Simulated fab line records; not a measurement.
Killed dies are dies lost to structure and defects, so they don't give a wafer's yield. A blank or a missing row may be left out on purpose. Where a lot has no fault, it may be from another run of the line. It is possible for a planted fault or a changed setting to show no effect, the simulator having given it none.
Struck lot and sound lot, side by side -- flow n5 finfet -- 15 steps out of a route of 1938
Sound: the wafers L710.1, L710.2, L710.4. The struck wafers were L719.1, L719.2, L719.3. Last of all comes the cause.
For every step that has rows: the tool of each side, followed by ch and its chambers, followed by its first start. Under that, the readings that differ: sound wafers -- struck wafers -- difference of the means -- sigmas: that difference in standard deviations of wafers without a fault.
alike: readings with means less than 2 such deviations apart, plus words and numbers identical on both sides. not compared: withheld readings, readings lacking a value on some wafer, bounds such as >300 that could conceal the same value, and numbers that have no deviation in the record and whose values overlap.
Wherever a step has rows on one side only, a row that says differs or no value, or a row with sigmas, the two part there. Non-overlapping numbers with no deviation appear without sigmas and do not part them. A reading missing from all wafers of one side parts the sides only when that side holds two or more wafers.

first, 2 steps without rows for these wafers: N5_STI_FIN_REVEAL_STRIP_35 (strips Si3N4 in H3PO4, target depth 4 nm, time 39 s); N5_STI_FIN_REVEAL_SRD_21 (time 30 s).
N5_STI_FIN_REVEAL_OXIDATION_33: chemistry O2 PLASMA REMOTE, time 20 s.
  sound on plasma asher-01 ch 0,1, day 4 19:32; struck on plasma asher-01 ch 0,1, day 7 01:26
  alike: drypump motor current A, heater power w, o2 flow sccm
  not compared: rf hours counter h
then, 2 steps without rows for these wafers: N5_STI_FIN_REVEAL_CLEAN_19 (cleans in O3/DIW, time 120 s); N5_STI_FIN_REVEAL_SRD_23 (time 30 s).
N5_STI_FIN_REVEAL_CD_MEAS_22: target cd 6.238 nm, pitch 28 nm.
  sound on cd sem-03 at day 4 19:42; struck on cd sem-01 at day 7 01:37
  alike: cd nm
N5_STI_FIN_REVEAL_FIN_H_MEAS_10:
  sound on ocd-01 at day 4 19:44; struck on ocd-01 at day 7 01:38
  alike: trench depth nm
then, 2 steps without rows for these wafers: N5_STI_FIN_REVEAL_PRECLEAN_18 (cleans in SC2, time 45 s); N5_STI_FIN_REVEAL_SRD_28 (time 30 s).
N5_STI_FIN_REVEAL_INSPECT_13: inspects for defects (darkfield).
  sound on defect inspect-01 at day 4 19:49; struck on defect inspect-01 at day 7 01:44
  alike: raw defect count
then, 2 steps without rows for these wafers: N5_DUMMY_GATE_PRECLEAN_00 (cleans in O3/DIW, time 60 s); N5_DUMMY_GATE_SRD_01 (time 30 s).
N5_DUMMY_GATE_ALD_02: deposits SiO2, target thk 2 nm, pulse time 1 s.
  sound on ald sin-01 ch 0,1,3, day 4 21:05; struck on ald sin-01 ch 1,2,3, day 7 01:50
reading,sound,struck,difference,sigmas
susceptor temp C (C),300.12 299.73 299.99,296.14 296.15 296.26,-3.76,-20
  alike: heater power w, precursor pulse height rel
then, 1 step without rows for these wafers: N5_DUMMY_GATE_CVD_03 (deposits a-Si from SiH4, target thk 150 nm, time 8042 s).
-- here the record skips 6 days between the struck wafers' starts before and after, leaving off in module DUMMY_GATE and picking up in module BEOL_M4 (first step shown: number 1111 of the route) --
N5_BEOL_M4_RC_MEAS_101:
  sound on prober-02 ch 0, day 10 06:02; struck on prober-01 ch 0, day 12 18:42
reading,sound,struck,difference,sigmas
VT_N (mV),246.1 249.6 246.6,254.3 255.6 254.6,+7.4,+3
  alike: DIBL_N, DIBL_P, IOFF_N, IOFF_P, ION_N, ION_P, SS_N, SS_P, VT_P

== WHERE THEY PART ==
At N5_DUMMY_GATE_ALD_02 first; at N5_BEOL_M4_RC_MEAS_101 last (within this record only).

WHY: whatever the simulator had introduced
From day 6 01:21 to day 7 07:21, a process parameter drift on ald sin-01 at N5_DUMMY_GATE_ALD_02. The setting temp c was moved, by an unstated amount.
